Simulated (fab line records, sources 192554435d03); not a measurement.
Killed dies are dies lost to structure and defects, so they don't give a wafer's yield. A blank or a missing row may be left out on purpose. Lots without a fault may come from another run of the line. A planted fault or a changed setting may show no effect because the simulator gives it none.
Which tool did it? | flow n5_finfet | 10 lots, 30 wafers sampled, at 3 steps of a route of 1938

WHAT THE GAUGES READ, wafer by wafer
N5_BEOL_M10_OVL_MEAS_29.
lot  | measured     | on         | V9_OVL (nm)
L913 | day 9 20:31  | overlay-01 | 0.0 -0.1 -0.7
L914 | day 10 11:30 | overlay-02 | 0.2 0.3 -0.1
L922 | day 12 05:25 | overlay-01 | -0.1 0.0 0.6
L924 | day 13 02:59 | overlay-01 | 0.3 0.0 -0.1
L923 | day 13 06:20 | overlay-01 | -0.2 0.0 -0.6
L925 | day 13 06:29 | overlay-01 | -1.1 -0.8 -0.2
L926 | day 14 08:16 | overlay-01 | -1.2 -1.1 -0.8
L933 | day 16 03:35 | overlay-02 | 8.4 7.2 7.3
L934 | day 16 10:53 | overlay-02 | -1.2 0.4 -1.0
L935 | day 16 23:05 | overlay-01 | 6.7 7.6 6.6

WHICH TOOL RAN EACH LOT (tool, then ch and the chambers of the sampled wafers, then the start)
lot  | N5_BEOL_M10_STRIP_67               | N5_BEOL_M10_EXPOSE_25
L913 | rie_diel-04 ch 2,3, day 9 17:43    | arfi_scanner-01 ch 0, day 9 20:21
L914 | rie_diel-06 ch 1,2,3, day 10 08:53 | arfi_scanner-01 ch 0, day 10 11:20
L922 | rie_diel-06 ch 0,1,2, day 12 03:11 | arfi_scanner-03 ch 0, day 12 05:15
L924 | rie_diel-06 ch 0,3, day 13 02:19   | arfi_scanner-03 ch 0, day 13 02:50
L923 | rie_diel-05 ch 1,3, day 13 05:28   | arfi_scanner-02 ch 0, day 13 06:10
L925 | rie_diel-05 ch 0,1,3, day 13 05:43 | arfi_scanner-03 ch 0, day 13 06:20
L926 | rie_diel-04 ch 1,3, day 14 06:46   | arfi_scanner-02 ch 0, day 14 08:07
L933 | rie_diel-04 ch 0,3, day 16 02:23   | arfi_scanner-03 ch 0, day 16 03:26
L934 | rie_diel-05 ch 2,3, day 16 08:50   | arfi_scanner-01 ch 0, day 16 10:43
L935 | rie_diel-05 ch 0,1, day 16 21:45   | arfi_scanner-03 ch 0, day 16 22:52
- N5_BEOL_M10_STRIP_67: strips in CF4.
- N5_BEOL_M10_EXPOSE_25: exposes mask V9.

THE ANSWER, worked out from the rows above alone
Rule: what is usual is taken from the lots themselves. Put in order of their means at a reading, lots are off if they are a third of the lots or fewer, leave a main group of 4 or more, and stand apart from it by a gap of 3 or more times the standard deviation of the main group's means; of several such gaps the widest counts. A main group whose means are all the same, to the digits that the tables above print for the reading, isn't used. A lot without any number at a reading at which 4 lots or more have one is off too. The other lots that the step has rows for count as sound.
Off: L933, L935, at N5_BEOL_M10_OVL_MEAS_29 (V9_OVL). The main group: mean -0.3 nm, standard deviation 0.41.
A tool fits if, at a process step before that reading, it ran every lot that is off, and no sound lot after the first of them. The gauges at N5_BEOL_M10_OVL_MEAS_29 are tried like those tools. One fits: arfi_scanner-03 at N5_BEOL_M10_EXPOSE_25. Its last sound lot is L925 (day 13 06:20), its first lot that is off L933 (day 16 03:26): a fault that began between those two fits.

WHAT THE SIMULATOR HAD PUT IN
Scanner matching overlay: arfi_scanner-03, from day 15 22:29 on, at N5_BEOL_M10_EXPOSE_25. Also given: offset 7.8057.
Lots struck among those shown: L933, L935. The rule above found the same.
